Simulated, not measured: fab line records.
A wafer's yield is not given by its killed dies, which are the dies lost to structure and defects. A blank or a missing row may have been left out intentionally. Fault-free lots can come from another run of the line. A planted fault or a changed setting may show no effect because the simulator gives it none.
Which tool is to blame? | flow n5Finfet | 9 lots with 27 wafers sampled at 8 steps, on a route of 1938 steps

WHAT EACH GAUGE READ, for each wafer
N5_ZERO_LAYER_INSPECT_20: inspects for defects (darkfield).
lot  | measured    | on               | rawDefectCount
L291 | day 1 13:33 | defectInspect-01 | 30 38 32
L293 | day 2 01:16 | defectInspect-02 | 44 25 40
L294 | day 2 07:15 | defectInspect-02 | 40 27 30
L295 | day 2 13:47 | defectInspect-02 | 40 45 39
L300 | day 3 19:16 | defectInspect-02 | 28 22 32
L305 | day 5 02:01 | defectInspect-01 | 30 28 510
L306 | day 5 07:16 | defectInspect-02 | 63 35 35
L311 | day 6 13:57 | defectInspect-01 | 30 21 32
L312 | day 6 19:29 | defectInspect-02 | 42 20 48

N5_WELL_APT_CD_MEAS_08 targets a cd of 200 nm.
lot  | measured    | on       | cdNm (nm)
L291 | day 1 13:51 | cdSem-03 | 200.9 202.0 198.6
L293 | day 2 01:34 | cdSem-02 | 202.2 200.7 201.9
L294 | day 2 07:34 | cdSem-03 | 198.5 197.4 200.2
L295 | day 2 14:06 | cdSem-01 | 200.8 199.7 196.3
L300 | day 3 19:42 | cdSem-02 | 197.4 198.3 195.6
L305 | day 5 02:27 | cdSem-01 | 200.0 202.9 199.6
L306 | day 5 07:41 | cdSem-01 | 203.1 202.2 201.3
L311 | day 6 14:23 | cdSem-01 | 199.6 197.3 196.9
L312 | day 6 19:55 | cdSem-03 | 196.7 199.8 196.7

N5_WELL_APT_INSPECT_10: inspects for defects (macro).
lot  | measured    | on               | rawDefectCount
L291 | day 1 13:55 | defectInspect-01 | 1 1 2
L293 | day 2 01:37 | defectInspect-01 | 2 1 2
L294 | day 2 07:37 | defectInspect-02 | 3 0 3
L295 | day 2 14:10 | defectInspect-01 | 3 2 0
L300 | day 3 19:45 | defectInspect-02 | 2 1 0
L305 | day 5 02:31 | defectInspect-02 | 3 3 >300
L306 | day 5 07:44 | defectInspect-01 | 3 1 0
L311 | day 6 14:26 | defectInspect-02 | 1 4 2
L312 | day 6 19:58 | defectInspect-02 | 0 1 3

N5_WELL_APT_INSPECT_38: inspects for defects (darkfield).
lot  | measured    | on               | rawDefectCount
L291 | day 1 18:46 | defectInspect-01 | 10 9 14
L293 | day 2 04:25 | defectInspect-01 | 4 14 7
L294 | day 2 11:07 | defectInspect-02 | 9 8 6
L295 | day 2 16:58 | defectInspect-01 | 9 25 13
L300 | day 3 22:57 | defectInspect-02 | 18 7 9
L305 | day 5 05:37 | defectInspect-02 | 9 12 498
L306 | day 5 11:07 | defectInspect-02 | 11 11 15
L311 | day 6 17:59 | defectInspect-01 | 10 14 15
L312 | day 6 23:11 | defectInspect-02 | 16 12 18

N5_BEOL_M4_RC_MEAS_101.
lot  | measured     | on        | DIBL_N (mV/V)  | DIBL_P (mV/V)  | IOFF_N (nA/um) | IOFF_P (nA/um) | ION_N (uA/um) | ION_P (uA/um) | SS_N (mV/dec)  | SS_P (mV/dec)  | VT_N (mV)   | VT_P (mV)
L291 | day 7 22:57  | prober-02 | 37.0 36.5 36.5 | 37.6 35.3 36.1 | 0.15 0.13 0.13 | 0.22 0.18 0.19 | 676 657 660   | 466 450 457   | 71.2 71.2 71.4 | 73.8 73.2 72.7 | 250 253 252 | -250 -253 -251
L293 | day 8 16:59  | prober-02 | 32.8 33.6 32.4 | 33.2 34.1 32.9 | 0.11 0.11 0.10 | 0.14 0.14 0.13 | 650 640 651   | 452 435 444   | 70.8 70.8 70.5 | 72.9 73.1 72.6 | 255 259 258 | -258 -259 -258
L294 | day 9 05:14  | prober-02 | 35.8 37.4 35.5 | 35.0 36.8 34.3 | 0.13 0.16 0.13 | 0.18 0.22 0.18 | 661 669 669   | 453 462 459   | 71.1 72.1 71.0 | 72.7 73.6 73.0 | 251 252 252 | -252 -250 -251
L295 | day 9 12:59  | prober-01 | 37.3 36.3 36.6 | 37.0 33.6 35.0 | 0.16 0.15 0.14 | 0.24 0.19 0.21 | 672 658 661   | 469 450 461   | 71.5 72.1 72.0 | 73.0 73.0 73.7 | 253 252 251 | -246 -252 -251
L300 | day 10 04:37 | prober-02 | 37.3 40.0 34.2 | 35.6 39.7 33.6 | 0.15 0.20 0.11 | 0.20 0.27 0.18 | 661 683 652   | 455 464 455   | 72.2 73.4 71.5 | 73.8 73.9 72.0 | 252 248 255 | -250 -249 -252
L305 | day 11 21:35 | prober-01 | 34.7 36.6 36.2 | 34.6 36.6 35.9 | 0.13 0.15 0.14 | 0.18 0.20 0.19 | 674 669 683   | 464 457 465   | 70.5 71.8 71.5 | 73.1 72.7 72.9 | 248 251 253 | -256 -250 -252
L306 | day 11 16:10 | prober-01 | 38.7 38.1 36.4 | 40.9 38.9 37.9 | 0.24 0.21 0.17 | 0.30 0.25 0.22 | 691 670 684   | 472 463 469   | 72.6 72.7 71.6 | 73.3 72.8 74.0 | 244 247 251 | -245 -244 -247
L311 | day 13 07:49 | prober-01 | 37.3 35.4 35.8 | 37.4 36.2 35.8 | 0.19 0.16 0.17 | 0.26 0.23 0.23 | 682 676 688   | 470 472 471   | 71.5 70.8 70.9 | 73.0 73.6 72.9 | 244 247 247 | -246 -248 -248
L312 | day 13 22:16 | prober-02 | 36.2 37.0 35.5 | 39.0 39.4 37.0 | 0.16 0.16 0.14 | 0.23 0.22 0.19 | 667 662 672   | 459 451 461   | 71.7 71.6 71.8 | 73.3 73.5 73.1 | 252 249 252 | -248 -250 -250

TOOL THAT RAN EACH LOT (tool first, then ch and the chambers of the sampled wafers, then the start)
lot  | N5_ZERO_LAYER_PECVD_02         | N5_WELL_APT_EPI_41            | N5_PMOS_HMC_CHANNEL_EPI_HM_DEP_34
L291 | pecvd-04 ch 0,1, day 1 12:17   | epiRpcvd-01 ch 0, day 1 18:07 | pecvd-02 ch 0,2, day 1 18:47
L293 | pecvd-02 ch 0,1, day 2 00:17   | epiRpcvd-02 ch 0, day 2 03:53 | pecvd-01 ch 0,2, day 2 04:28
L294 | pecvd-02 ch 0,2, day 2 06:17   | epiRpcvd-01 ch 0, day 2 10:25 | pecvd-02 ch 0,1, day 2 11:09
L295 | pecvd-02 ch 0,1,2, day 2 12:17 | epiRpcvd-02 ch 0, day 2 16:20 | pecvd-03 ch 0,1, day 2 17:00
L300 | pecvd-04 ch 0,1,2, day 3 18:17 | epiRpcvd-01 ch 0, day 3 22:15 | pecvd-02 ch 1,2, day 3 22:59
L305 | pecvd-04 ch 0,1,2, day 5 00:17 | epiRpcvd-01 ch 0, day 5 05:03 | pecvd-01 ch 1,2, day 5 05:40
L306 | pecvd-01 ch 0,1, day 5 06:17   | epiRpcvd-03 ch 0, day 5 10:28 | pecvd-02 ch 0,2, day 5 11:08
L311 | pecvd-02 ch 0,2, day 6 12:17   | epiRpcvd-02 ch 0, day 6 16:53 | pecvd-03 ch 0,1, day 6 18:02
L312 | pecvd-01 ch 0,2, day 6 18:18   | epiRpcvd-03 ch 0, day 6 22:20 | pecvd-03 ch 0,2, day 6 23:13
- N5_ZERO_LAYER_PECVD_02: deposits SiO2 from SiH4/N2O, target thk 10 nm, time 6 s.
- N5_WELL_APT_EPI_41: deposits Si from SiH4/H2, target thk 50 nm, time 297.7 s.
- N5_PMOS_HMC_CHANNEL_EPI_HM_DEP_34: deposits SiO2 from TEOS/O2, target thk 36 nm, time 6.9 s.

AS READ BY THE TOOLS THEMSELVES (means over the sampled wafers that have a number; for cases with no such wafer, the mark the record gives instead)
N5_ZERO_LAYER_PECVD_02.
lot  | tool     | heaterPowerW (W) | showerheadPlenumPTorr (Torr)
L291 | pecvd-04 | 810              | 8.28
L293 | pecvd-02 | 827              | 8.07
L294 | pecvd-02 | 827              | 8.22
L295 | pecvd-02 | 833              | 8.13
L300 | pecvd-04 | 727              | 8.25
L305 | pecvd-04 | 717              | 8.25
L306 | pecvd-01 | 860              | 8.08
L311 | pecvd-02 | 811              | 8.21
L312 | pecvd-01 | 849              | 8.08

N5_WELL_APT_EPI_41.
lot  | tool        | throttleValvePct (%)
L291 | epiRpcvd-01 | 10.83
L293 | epiRpcvd-02 | 11.16
L294 | epiRpcvd-01 | 10.75
L295 | epiRpcvd-02 | 11.17
L300 | epiRpcvd-01 | 10.71
L305 | epiRpcvd-01 | 10.68
L306 | epiRpcvd-03 | 11.03
L311 | epiRpcvd-02 | 11.18
L312 | epiRpcvd-03 | 11.15

N5_PMOS_HMC_CHANNEL_EPI_HM_DEP_34.
lot  | tool     | heaterPowerW (W) | showerheadPlenumPTorr (Torr) | throttleValvePct (%)
L291 | pecvd-02 | 542              | 8.36                         | 17.7
L293 | pecvd-01 | 484              | 8.33                         | 17.7
L294 | pecvd-02 | 644              | 8.35                         | 18.5
L295 | pecvd-03 | 623              | 8.35                         | 18.4
L300 | pecvd-02 | 594              | 8.35                         | 17.8
L305 | pecvd-01 | 637              | 8.33                         | 20.0
L306 | pecvd-02 | 632              | 8.35                         | 18.3
L311 | pecvd-03 | 645              | 8.37                         | 18.1
L312 | pecvd-03 | 533              | 8.33                         | 18.8

THE ANSWER, worked out from the rows above alone
Rule: what is usual is taken from the lots themselves. The widest of any qualifying gaps counts: lots, ordered by their means at a reading, are off when they make up no more than a third of the lots, leave a main group of 4 or more, and stand apart from it by 3 or more times the standard deviation of that group's means. Not used: any main group whose means are identical at the precision the tables above print for the reading. A lot without any number at a reading at which 4 lots or more have one is off too. Any other lot the step has rows for is counted as sound. Order of review: gauges by route order, followed by the tools' own readings, for which a lot's mean as printed above is used. The first step at which some lot is off is used, and at that step the reading that is off furthest; a lot without a number counts as furthest.
Off: L305 (N5_ZERO_LAYER_INSPECT_20, rawDefectCount). Main group: mean 35, sd 5.6.
If a tool, at a process step before that reading, ran all the lots that are off and no sound lot after the first of them, it fits. Not tried: the gauges at N5_ZERO_LAYER_INSPECT_20; whatever is off there is also off at N5_WELL_APT_INSPECT_38, on other tools, and gauge error can't account for it. One fits: N5_ZERO_LAYER_PECVD_02 on pecvd-04. A fault onset in the window from L300 (day 3 18:17, its last sound lot) to L305 (day 5 00:17, its first lot off) fits.

WHAT WAS PUT IN BY THE SIMULATOR
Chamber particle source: pecvd-04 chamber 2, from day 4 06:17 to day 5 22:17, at N5_ZERO_LAYER_PECVD_02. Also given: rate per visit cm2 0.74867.
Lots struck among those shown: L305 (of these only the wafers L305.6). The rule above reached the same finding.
